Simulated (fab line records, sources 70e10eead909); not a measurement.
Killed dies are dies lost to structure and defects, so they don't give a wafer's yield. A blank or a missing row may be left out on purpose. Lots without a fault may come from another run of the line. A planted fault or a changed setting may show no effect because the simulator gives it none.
Chamber matching | flow nand_harc | NHARC_A_STAIRCASE_ETCH_292 on rie_diel-01: 4 sister chambers
The step etches the open film in CF4/CHF3. 14 wafers are shown with their chamber, then 7 later ones without.

WAFERS WITH THEIR CHAMBER
wafer  | chamber | showerhead_plenum_p_Torr (Torr) | rf_vpp_V (V) | oes_product_au (a.u.)
L080.1 | 3       | 1.64                            | 373.9        | 0.970
L080.2 | 2       | 1.60                            | 371.8        | 0.985
L080.3 | 1       | 1.49                            | 366.9        | 0.958
L082.2 | 2       | 1.59                            | 371.6        | 0.921
L082.3 | 0       | 1.64                            | 373.3        | 0.926
L082.6 | 2       | 1.59                            | 373.2        | 0.930
L084.1 | 2       | 1.59                            | 370.8        | 0.977
L084.4 | 0       | 1.64                            | 373.1        | 0.959
L084.6 | 1       | 1.49                            | 367.4        | 0.968
L085.1 | 0       | 1.63                            | 372.3        | 0.950
L085.3 | 3       | 1.64                            | 373.9        | 0.974
L085.6 | 2       | 1.59                            | 370.4        | 0.976
L091.2 | 1       | 1.48                            | 367.6        | 0.920
L091.4 | 3       | 1.64                            | 374.2        | 0.925

SIGNATURES (means of the wafers above)
reading                  | chamber 0 | chamber 1 | chamber 2 | chamber 3 | scatter within a chamber
showerhead_plenum_p_Torr | 1.6367    | 1.4867    | 1.5920    | 1.6400    | 0.00462
rf_vpp_V                 | 372.900   | 367.300   | 371.560   | 374.000   | 0.745
oes_product_au           | 0.94500   | 0.94867   | 0.95780   | 0.95633   | 0.0263
Rule: a wafer's distance from a chamber is the root of the sum, over the readings, of the square of ((its reading less the chamber's mean) divided by the reading's scatter). The wafer belongs to the nearest chamber; if the next one is less than 2 further off, it can't be placed. The scatter: the root of (the sum of the squares of (reading less its chamber's mean) over the shown wafers, divided by (wafers less chambers)).

WAFERS WITHOUT THEIR CHAMBER
wafer  | showerhead_plenum_p_Torr (Torr) | rf_vpp_V (V) | oes_product_au (a.u.)
L091.6 | 1.48                            | 367.3        | 0.918
L094.4 | 1.48                            | 367.4        | 0.973
L094.5 | 1.64                            | 372.7        | 0.969
L094.6 | 1.59                            | 371.5        | 0.962
L097.3 | 1.48                            | 367.8        | 0.953
L097.4 | 1.63                            | 373.2        | 0.987
L097.6 | 1.63                            | 372.9        | 0.986

WHICH CHAMBER EACH WENT THROUGH
wafer  | from the rows above     | in truth
L091.6 | 1                       | 1
L094.4 | 1                       | 1
L094.5 | can't be placed: 0 or 3 | 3
L094.6 | 2                       | 2
L097.3 | 1                       | 1
L097.4 | can't be placed: 0 or 3 | 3
L097.6 | can't be placed: 0 or 3 | 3
Placed correctly: 4 of 7. Can't be placed from these rows: 3 (the true chamber is among the candidates in 3). Placed wrongly: 0.
